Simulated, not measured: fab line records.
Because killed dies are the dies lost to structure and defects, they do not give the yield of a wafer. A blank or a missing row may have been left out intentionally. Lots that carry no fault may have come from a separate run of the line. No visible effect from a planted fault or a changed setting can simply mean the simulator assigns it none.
Chamber matching :: flow n5-finfet :: 4 sister chambers for N5_STI_FIN_REVEAL_STRIP_24 on rie-diel-03
The step strips in N2/H2, time 90 s. 8 wafers are shown with their chamber, then 7 later ones without.

## WAFERS PAIRED WITH THEIR CHAMBERS
wafer: L074.3
chamber: 0
drypump-motor-current-A (A): 5.0
showerhead-plenum-p-Torr (Torr): 3.43

wafer: L075.6
chamber: 0
drypump-motor-current-A (A): 5.0
showerhead-plenum-p-Torr (Torr): 3.42

wafer: L085.6
chamber: 3
drypump-motor-current-A (A): 4.9
showerhead-plenum-p-Torr (Torr): 3.19

wafer: L086.1
chamber: 1
drypump-motor-current-A (A): 5.8
showerhead-plenum-p-Torr (Torr): 3.35

wafer: L086.2
chamber: 2
drypump-motor-current-A (A): 5.2
showerhead-plenum-p-Torr (Torr): 3.22

wafer: L086.4
chamber: 3
drypump-motor-current-A (A): 4.9
showerhead-plenum-p-Torr (Torr): 3.19

wafer: L087.4
chamber: 2
drypump-motor-current-A (A): 5.3
showerhead-plenum-p-Torr (Torr): 3.22

wafer: L087.5
chamber: 1
drypump-motor-current-A (A): 5.8
showerhead-plenum-p-Torr (Torr): 3.35

## WAFERS WITH NO CHAMBER GIVEN
wafer: L087.6
drypump-motor-current-A (A): 5.2
showerhead-plenum-p-Torr (Torr): 3.22

wafer: L090.1
drypump-motor-current-A (A): 5.0
showerhead-plenum-p-Torr (Torr): 3.41

wafer: L090.2
drypump-motor-current-A (A): 5.8
showerhead-plenum-p-Torr (Torr): 3.34

wafer: L090.4
drypump-motor-current-A (A): 4.9
showerhead-plenum-p-Torr (Torr): 3.19

wafer: L096.3
drypump-motor-current-A (A): 5.0
showerhead-plenum-p-Torr (Torr): 3.40

wafer: L096.5
drypump-motor-current-A (A): 5.0
showerhead-plenum-p-Torr (Torr): 3.40

wafer: L096.6
drypump-motor-current-A (A): 4.9
showerhead-plenum-p-Torr (Torr): 3.59

## THE CHAMBER EACH PASSED THROUGH
wafer: L087.6
from the rows above: 2
in truth: 2

wafer: L090.1
from the rows above: 0
in truth: 0

wafer: L090.2
from the rows above: 1
in truth: 1

wafer: L090.4
from the rows above: 3
in truth: 3

wafer: L096.3
from the rows above: 0
in truth: 0

wafer: L096.5
from the rows above: 0
in truth: 0

wafer: L096.6
from the rows above: 0
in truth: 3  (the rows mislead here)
6 of 7 placed correctly. From these rows, 0 cannot be placed. Number placed wrongly: 1.
How it was worked out, from the rows above alone: a wafer's distance from a chamber is the root of the sum, over the readings, of the square of ((its reading less the chamber's mean) divided by the reading's scatter). The wafer belongs to the nearest chamber; if the next one is less than 2 further off, it can't be placed. A chamber's mean is the mean of its shown wafers. The scatter is the square root of a quotient: the sum, over the shown wafers, of each reading's squared deviation from its chamber's mean, divided by wafers minus chambers.
